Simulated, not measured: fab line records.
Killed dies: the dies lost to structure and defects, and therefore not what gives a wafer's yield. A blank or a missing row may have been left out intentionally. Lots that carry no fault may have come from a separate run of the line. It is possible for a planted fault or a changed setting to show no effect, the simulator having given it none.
Which tool did it? | flow n5 finfet | 24 lots, 72 wafers sampled, at 6 steps of a route of 1938

== WHAT THE GAUGES READ, wafer by wafer ==
N5_BEOL_M6_THK_MEAS_53: measures by xrf.
lot  | measured     | on            | M6_THK (nm)
L075 | day 9 00:20  | film metro-01 | 80.1 80.7 82.0
L074 | day 9 04:53  | film metro-01 | 74.8 79.0 78.2
L077 | day 9 07:24  | film metro-02 | 77.8 76.0 80.4
L076 | day 9 07:44  | film metro-02 | 76.5 77.0 79.4
L078 | day 10 04:58 | film metro-02 | 75.9 80.6 79.0
L079 | day 10 07:05 | film metro-02 | 76.7 78.1 79.7
L081 | day 10 15:30 | film metro-02 | 81.7 74.7 78.8
L082 | day 10 21:37 | film metro-02 | 77.2 75.8 78.4
L080 | day 11 03:54 | film metro-02 | 76.7 78.9 75.8
L083 | day 11 13:57 | film metro-02 | 80.2 77.9 80.9
L086 | day 11 18:56 | film metro-02 | 77.6 79.0 78.6
L084 | day 11 23:07 | film metro-01 | 79.7 79.5 79.9
L085 | day 11 23:30 | film metro-01 | 77.9 77.8 79.7
L088 | day 12 04:40 | film metro-02 | 80.0 79.7 80.0
L087 | day 12 05:04 | film metro-01 | 78.9 78.4 78.1
L089 | day 12 18:41 | film metro-02 | 80.2 77.3 79.2
L090 | day 12 22:18 | film metro-01 | 75.6 80.6 76.6
L092 | day 13 05:37 | film metro-01 | 78.0 80.4 80.0
L091 | day 13 17:11 | film metro-02 | 77.2 77.0 77.3
L093 | day 13 18:10 | film metro-02 | 76.3 81.4 75.3
L094 | day 13 23:34 | film metro-02 | 75.4 78.0 78.2
L095 | day 14 06:16 | film metro-02 | 79.0 76.4 79.2
L096 | day 14 11:13 | film metro-02 | 79.9 78.0 76.1
L097 | day 15 07:11 | film metro-02 | 79.9 78.3 79.8

N5_BEOL_M7_INSPECT_58: inspects for defects (darkfield).
lot  | measured     | on                | raw defect count
L075 | day 9 06:47  | defect inspect-02 | 116 50 51
L074 | day 9 13:35  | defect inspect-02 | 93 70 120
L077 | day 9 16:10  | defect inspect-01 | 42 67 61
L076 | day 9 15:44  | defect inspect-01 | 105 119 95
L078 | day 10 12:52 | defect inspect-02 | 65 53 62
L079 | day 10 15:12 | defect inspect-02 | 60 44 44
L081 | day 11 00:38 | defect inspect-01 | 44 43 55
L082 | day 11 06:50 | defect inspect-01 | 52 80 64
L080 | day 11 14:18 | defect inspect-01 | 64 60 92
L083 | day 11 23:02 | defect inspect-02 | 66 88 57
L086 | day 12 06:32 | defect inspect-02 | 69 72 83
L084 | day 12 05:56 | defect inspect-02 | 93 80 101
L085 | day 12 06:15 | defect inspect-01 | 51 65 60
L088 | day 12 12:34 | defect inspect-02 | 78 103 61
L087 | day 12 12:43 | defect inspect-01 | 104 61 88
L089 | day 13 02:19 | defect inspect-02 | 50 76 56
L090 | day 13 08:05 | defect inspect-01 | 92 68 52
L092 | day 13 14:39 | defect inspect-01 | 82 68 100
L091 | day 14 00:51 | defect inspect-02 | 62 89 67
L093 | day 14 01:35 | defect inspect-02 | 74 75 47
L094 | day 14 06:50 | defect inspect-02 | 70 71 71
L095 | day 14 14:02 | defect inspect-02 | 123 118 143
L096 | day 14 19:26 | defect inspect-02 | 80 87 119
L097 | day 15 16:31 | defect inspect-01 | 83 71 54

N5_BEOL_M8_CD_MEAS_18: pitch 80 nm, target cd 40 nm.
lot  | measured     | on        | cd nm (nm)
L075 | day 9 10:17  | cd sem-01 | 40.0 40.5 39.6
L074 | day 9 16:53  | cd sem-01 | 40.7 40.5 41.4
L077 | day 9 19:37  | cd sem-01 | 40.1 40.2 40.0
L076 | day 9 19:11  | cd sem-01 | 39.9 40.7 40.4
L078 | day 10 15:52 | cd sem-02 | 39.8 40.0 40.0
L079 | day 10 18:02 | cd sem-02 | 40.9 41.1 40.7
L081 | day 11 04:25 | cd sem-01 | 38.9 39.5 40.4
L082 | day 11 13:04 | cd sem-01 | 40.4 40.5 39.0
L080 | day 11 17:44 | cd sem-01 | 40.0 39.0 39.8
L083 | day 12 00:51 | cd sem-01 | 40.0 40.5 39.5
L086 | day 12 10:30 | cd sem-03 | 40.1 39.1 40.8
L084 | day 12 10:05 | cd sem-02 | 41.7 41.2 40.7
L085 | day 12 10:07 | cd sem-03 | 39.6 39.7 39.9
L088 | day 12 16:05 | cd sem-02 | 40.3 40.7 40.4
L087 | day 12 16:25 | cd sem-03 | 40.0 40.4 39.9
L089 | day 13 04:50 | cd sem-01 | 39.1 39.3 39.6
L090 | day 13 10:46 | cd sem-01 | 40.2 39.6 40.5
L092 | day 13 18:02 | cd sem-03 | 41.3 41.9 41.5
L091 | day 14 03:17 | cd sem-01 | 39.6 40.3 41.0
L093 | day 14 03:47 | cd sem-01 | 40.4 39.1 40.0
L094 | day 14 09:16 | cd sem-03 | 40.5 41.1 40.2
L095 | day 14 17:50 | cd sem-02 | 41.0 40.1 40.7
L096 | day 14 22:08 | cd sem-02 | 41.4 40.3 41.8
L097 | day 15 21:04 | cd sem-03 | 41.4 40.1 40.4

N5_BEOL_M8_OVL_MEAS_29.
lot  | measured     | on         | V7_OVL (nm)
L075 | day 9 12:26  | overlay-01 | -0.9 1.3 0.6
L074 | day 9 17:51  | overlay-01 | -0.5 -0.4 -0.6
L077 | day 9 21:02  | overlay-01 | 0.5 0.4 -1.3
L076 | day 9 20:52  | overlay-01 | -0.2 0.3 -0.3
L078 | day 10 17:13 | overlay-02 | -0.7 -2.3 -1.2
L079 | day 10 19:35 | overlay-02 | -1.0 -0.6 -1.0
L081 | day 11 04:55 | overlay-02 | -1.3 -2.4 -0.9
L082 | day 11 14:56 | overlay-02 | -0.2 1.0 -0.3
L080 | day 11 20:41 | overlay-01 | 1.6 0.5 0.7
L083 | day 12 01:25 | overlay-02 | 1.0 0.0 -0.9
L086 | day 12 14:16 | overlay-01 | 0.4 -1.0 0.2
L084 | day 12 10:31 | overlay-02 | 0.7 -0.8 -1.2
L085 | day 12 14:14 | overlay-02 | -0.9 -0.8 -0.6
L088 | day 12 17:52 | overlay-02 | -0.1 0.4 -1.2
L087 | day 12 17:41 | overlay-02 | 0.8 -1.3 0.8
L089 | day 13 05:34 | overlay-01 | 0.5 -0.9 0.2
L090 | day 13 11:16 | overlay-02 | -0.7 0.5 -0.1
L092 | day 13 19:24 | overlay-02 | -0.4 0.8 0.2
L091 | day 14 03:49 | overlay-02 | 0.3 0.3 1.0
L093 | day 14 04:19 | overlay-02 | 1.0 -0.9 -1.2
L094 | day 14 09:36 | overlay-02 | 0.8 -1.0 -1.0
L095 | day 14 20:22 | overlay-02 | 0.3 -1.0 0.1
L096 | day 14 22:28 | overlay-01 | -0.2 -0.4 0.5
L097 | day 15 21:54 | overlay-02 | -0.4 0.6 -0.3

== WHAT TOOL EACH LOT RAN ON (gives the tool, then ch and the chambers of the sampled wafers, and finally the start) ==
lot  | N5_BEOL_M7_STRIP_19                | N5_BEOL_M8_STRIP_19
L075 | rie diel-05 ch 0,3, day 9 02:14    | rie diel-02 ch 0,2,3, day 9 10:13
L074 | rie diel-06 ch 2,3, day 9 07:10    | rie diel-04 ch 1,2,3, day 9 16:49
L077 | rie diel-05 ch 0,1,3, day 9 10:43  | rie diel-03 ch 0,2,3, day 9 19:33
L076 | rie diel-01 ch 0,2,3, day 9 10:52  | rie diel-02 ch 1,2, day 9 19:07
L078 | rie diel-06 ch 0,2,3, day 10 07:27 | rie diel-04 ch 0,3, day 10 15:48
L079 | rie diel-05 ch 0,2,3, day 10 11:05 | rie diel-02 ch 0,1,3, day 10 17:58
L081 | rie diel-05 ch 0,1,2, day 10 18:13 | rie diel-04 ch 0,3, day 11 04:20
L082 | rie diel-06 ch 0,2,3, day 11 01:01 | rie diel-02 ch 0,2,3, day 11 13:00
L080 | rie diel-06 ch 0,1, day 11 06:46   | rie diel-04 ch 1,2,3, day 11 17:40
L083 | rie diel-05 ch 0,2,3, day 11 16:42 | rie diel-02 ch 0,2,3, day 12 00:47
L086 | rie diel-05 ch 0,1,2, day 12 00:21 | rie diel-03 ch 1,2,3, day 12 10:26
L084 | rie diel-01 ch 0,1,3, day 12 01:31 | rie diel-03 ch 1,3, day 12 10:01
L085 | rie diel-06 ch 1,2, day 12 01:42   | rie diel-03 ch 1,2,3, day 12 10:03
L088 | rie diel-01 ch 0,3, day 12 07:32   | rie diel-03 ch 0,1,2, day 12 16:01
L087 | rie diel-05 ch 0,2, day 12 07:52   | rie diel-02 ch 1,2, day 12 16:19
L089 | rie diel-01 ch 1,2,3, day 12 22:07 | rie diel-04 ch 1,2,3, day 13 04:46
L090 | rie diel-05 ch 0,1,2, day 13 01:56 | rie diel-03 ch 0,1,3, day 13 10:42
L092 | rie diel-01 ch 1,2, day 13 08:21   | rie diel-04 ch 0,2,3, day 13 17:59
L091 | rie diel-01 ch 2,3, day 13 21:08   | rie diel-04 ch 2,3, day 14 03:13
L093 | rie diel-06 ch 0,1, day 13 21:16   | rie diel-02 ch 0,1,3, day 14 03:43
L094 | rie diel-05 ch 0,2,3, day 14 03:12 | rie diel-04 ch 0,3, day 14 09:11
L095 | rie diel-01 ch 0,2,3, day 14 09:15 | rie diel-02 ch 1,2,3, day 14 17:46
L096 | rie diel-01 ch 1,2, day 14 13:48   | rie diel-04 ch 0,1, day 14 22:04
L097 | rie diel-01 ch 0,1,2, day 15 10:45 | rie diel-02 ch 0,1,2, day 15 20:59
- N5_BEOL_M7_STRIP_19: strips in O2.
- N5_BEOL_M8_STRIP_19: strips in O2.

== AS READ BY THE TOOLS THEMSELVES (means over the sampled wafers that have a number; for cases with no such wafer, the mark the record gives instead) ==
N5_BEOL_M7_STRIP_19.
lot  | tool        | drypump motor current A (A) | oes product au (a.u.) | rf vpp V (V) | showerhead plenum p Torr (Torr) | throttle valve pct (%)
L075 | rie diel-05 | 5.8                         | 0.73                  | 3.6          | 2.15                            | 16.70
L074 | rie diel-06 | 5.4                         | 0.78                  | 3.8          | 2.05                            | 16.71
L077 | rie diel-05 | 5.6                         | 0.75                  | 3.5          | 2.12                            | 16.67
L076 | rie diel-01 | 5.7                         | 0.76                  | 3.6          | 2.13                            | 16.61
L078 | rie diel-06 | 5.6                         | 0.75                  | 3.7          | 2.09                            | 16.72
L079 | rie diel-05 | 5.7                         | 0.74                  | 3.7          | 2.12                            | 16.70
L081 | rie diel-05 | 5.7                         | 0.79                  | 4.1          | 2.13                            | 16.54
L082 | rie diel-06 | 5.5                         | 0.74                  | 4.2          | 2.08                            | 16.72
L080 | rie diel-06 | 5.7                         | 0.78                  | 3.4          | 2.14                            | 16.52
L083 | rie diel-05 | 5.7                         | 0.73                  | 3.3          | 2.12                            | 16.72
L086 | rie diel-05 | 5.6                         | 0.78                  | 3.7          | 2.13                            | 16.56
L084 | rie diel-01 | 5.9                         | 0.84                  | 4.1          | 2.15                            | 16.66
L085 | rie diel-06 | 5.4                         | 0.84                  | 3.9          | 2.12                            | 16.51
L088 | rie diel-01 | 6.0                         | 0.80                  | 3.3          | 2.15                            | 16.64
L087 | rie diel-05 | 5.9                         | 0.76                  | 3.1          | 2.15                            | 16.60
L089 | rie diel-01 | 5.6                         | 0.88                  | 3.6          | 2.13                            | 16.53
L090 | rie diel-05 | 5.6                         | 0.77                  | 3.8          | 2.13                            | 16.56
L092 | rie diel-01 | 5.5                         | 0.96                  | 3.5          | 2.10                            | 16.53
L091 | rie diel-01 | 5.4                         | 0.86                  | 3.2          | 2.09                            | 16.43
L093 | rie diel-06 | 5.5                         | 0.82                  | 3.6          | 2.14                            | 16.44
L094 | rie diel-05 | 5.7                         | 0.83                  | 3.8          | 2.11                            | 16.60
L095 | rie diel-01 | 5.7                         | 0.81                  | 3.8          | 2.12                            | 16.55
L096 | rie diel-01 | 5.7                         | 0.91                  | 3.5          | 2.14                            | 16.69
L097 | rie diel-01 | 5.8                         | 0.86                  | 3.5          | 2.12                            | 16.68

N5_BEOL_M8_STRIP_19.
lot  | tool        | drypump motor current A (A) | oes product au (a.u.) | rf vpp V (V) | showerhead plenum p Torr (Torr) | throttle valve pct (%)
L075 | rie diel-02 | 5.2                         | 0.82                  | 3.6          | 2.08                            | 16.72
L074 | rie diel-04 | 5.8                         | 0.86                  | 3.8          | 2.10                            | 16.65
L077 | rie diel-03 | 5.7                         | 0.76                  | 3.8          | 2.10                            | 16.80
L076 | rie diel-02 | 6.0                         | 0.92                  | 3.4          | 2.05                            | 16.24
L078 | rie diel-04 | 5.8                         | 0.91                  | 3.3          | 2.05                            | 16.36
L079 | rie diel-02 | 5.6                         | 0.83                  | 3.4          | 2.08                            | 16.58
L081 | rie diel-04 | 5.4                         | 0.91                  | 3.3          | 2.04                            | 16.40
L082 | rie diel-02 | 5.2                         | 0.79                  | 4.4          | 2.08                            | 16.77
L080 | rie diel-04 | 5.7                         | 0.82                  | 3.2          | 2.09                            | 16.68
L083 | rie diel-02 | 5.2                         | 0.79                  | 4.0          | 2.07                            | 16.78
L086 | rie diel-03 | 5.4                         | 0.82                  | 3.2          | 2.09                            | 16.55
L084 | rie diel-03 | 5.2                         | 0.75                  | 3.3          | 2.08                            | 16.59
L085 | rie diel-03 | 5.4                         | 0.81                  | 3.6          | 2.09                            | 16.55
L088 | rie diel-03 | 5.8                         | 0.86                  | 4.4          | 2.06                            | 16.64
L087 | rie diel-02 | 5.5                         | 0.83                  | 3.9          | 2.04                            | 16.45
L089 | rie diel-04 | 5.8                         | 0.80                  | 3.7          | 2.08                            | 16.70
L090 | rie diel-03 | 5.5                         | 0.76                  | 3.6          | 2.08                            | 16.75
L092 | rie diel-04 | 5.4                         | 0.86                  | 3.0          | 2.04                            | 16.47
L091 | rie diel-04 | 5.4                         | 0.84                  | 4.5          | 2.05                            | 16.52
L093 | rie diel-02 | 5.6                         | 0.88                  | 4.0          | 2.16                            | 16.45
L094 | rie diel-04 | 5.3                         | 0.86                  | 3.8          | 2.03                            | 16.45
L095 | rie diel-02 | 5.6                         | 0.83                  | 3.4          | 2.09                            | 16.46
L096 | rie diel-04 | 5.3                         | 0.90                  | 3.7          | 2.07                            | 16.51
L097 | rie diel-02 | 5.5                         | 0.85                  | 3.4          | 2.10                            | 16.51

== THE ANSWER, worked out from the rows above alone ==
Rule: the usual values come from the lots themselves. Put in order of their means at a reading, lots are off if they are a third of the lots or fewer, leave a main group of 4 or more, and stand apart from it by a gap of 3 or more times the standard deviation of the main group's means; of several such gaps the widest counts. If all means in a main group match to the digits the tables above print for the reading, that group is not used. Also off: a lot with no number at a reading for which 4 or more lots have one. Any other lot the step has rows for is counted as sound. The gauges are gone through in route order, then the tools' own readings, and for those a lot's mean is taken as printed above. At the first step where some lot is off, the reading lying furthest off is the one used; lots without a number count as furthest.
No lot is off at any reading shown: from this, nothing can be told.

== WHAT THE SIMULATOR HAD INSERTED ==
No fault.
